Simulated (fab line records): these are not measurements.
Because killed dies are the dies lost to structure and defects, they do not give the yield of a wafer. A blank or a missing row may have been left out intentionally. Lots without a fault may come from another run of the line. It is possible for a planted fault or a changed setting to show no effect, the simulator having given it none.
The tool behind it: which one? ; flow n5_finfet ; 29 wafers from 10 lots sampled at 3 of the route's 1938 steps

WHAT EACH GAUGE READ, for each wafer
N5_BEOL_M0_RS_MEAS_126: uses a four-point probe to measure.
lot;measured;on;M0_RS (ohm/sq)
L676;day 5 22:36;film_metro-01;0.525 0.522 0.539
L677;day 6 08:16;film_metro-01;0.527 0.528 0.560
L679;day 6 20:54;film_metro-01;0.584 0.516 0.504
L682;day 7 10:01;film_metro-01;0.516 0.481
L684;day 8 07:54;film_metro-01;0.525 0.514 0.499
L687;day 8 21:43;film_metro-02;0.564 0.497 0.543
L689;day 9 02:25;film_metro-02;0.525 0.579 0.518
L696;day 11 02:13;film_metro-01;0.543 0.538 0.533
L698;day 11 14:11;film_metro-02;0.559 0.509 0.582
L699;day 12 00:14;film_metro-01;0.563 0.532 0.500

EACH LOT AND THE TOOL THAT RAN IT (in order: tool; ch and the chambers of the sampled wafers; start)
lot;N5_BEOL_M0_SPUTTER_141;N5_BEOL_M0_DEP_125
L676;pvd_sputter-02, day 5 21:23;pecvd-03 ch 0,2, day 5 22:32
L677;pvd_sputter-02, day 6 06:59;pecvd-03 ch 0,1,2, day 6 08:12
L679;pvd_sputter-01, day 6 19:51;pecvd-04 ch 0,1,2, day 6 20:50
L682;pvd_sputter-01, day 7 08:50;pecvd-02 ch 2, day 7 09:56
L684;pvd_sputter-03, day 8 06:49;pecvd-04 ch 0,2, day 8 07:49
L687;pvd_sputter-03, day 8 20:29;pecvd-04 ch 0,2, day 8 21:39
L689;pvd_sputter-01, day 9 01:22;pecvd-02 ch 0,1,2, day 9 02:21
L696;pvd_sputter-01, day 11 01:07;pecvd-02 ch 1,2, day 11 02:09
L698;pvd_sputter-03, day 11 12:37;pecvd-04 ch 0,1,2, day 11 14:07
L699;pvd_sputter-02, day 11 22:41;pecvd-02 ch 0,1,2, day 12 00:10
- N5_BEOL_M0_SPUTTER_141: material Cu, target thk 4 nm, time 7.37 s.
- N5_BEOL_M0_DEP_125: deposits SiCN from 3MS/NH3, target thk 8 nm, time 14 s.

THE ANSWER, worked out from the rows above alone
Rule: what is usual is taken from the lots themselves. Put in order of their means at a reading, lots are off if they are a third of the lots or fewer, leave a main group of 4 or more, and stand apart from it by a gap of 3 or more times the standard deviation of the main group's means; of several such gaps the widest counts. If all means in a main group match to the digits the tables above print for the reading, that group is not used. A lot without any number at a reading at which 4 lots or more have one is off too. Where the step has rows for the other lots, those lots are counted as sound.
No lot is off at any reading shown: from this, nothing can be told.

WHAT HAD BEEN PUT IN BY THE SIMULATOR
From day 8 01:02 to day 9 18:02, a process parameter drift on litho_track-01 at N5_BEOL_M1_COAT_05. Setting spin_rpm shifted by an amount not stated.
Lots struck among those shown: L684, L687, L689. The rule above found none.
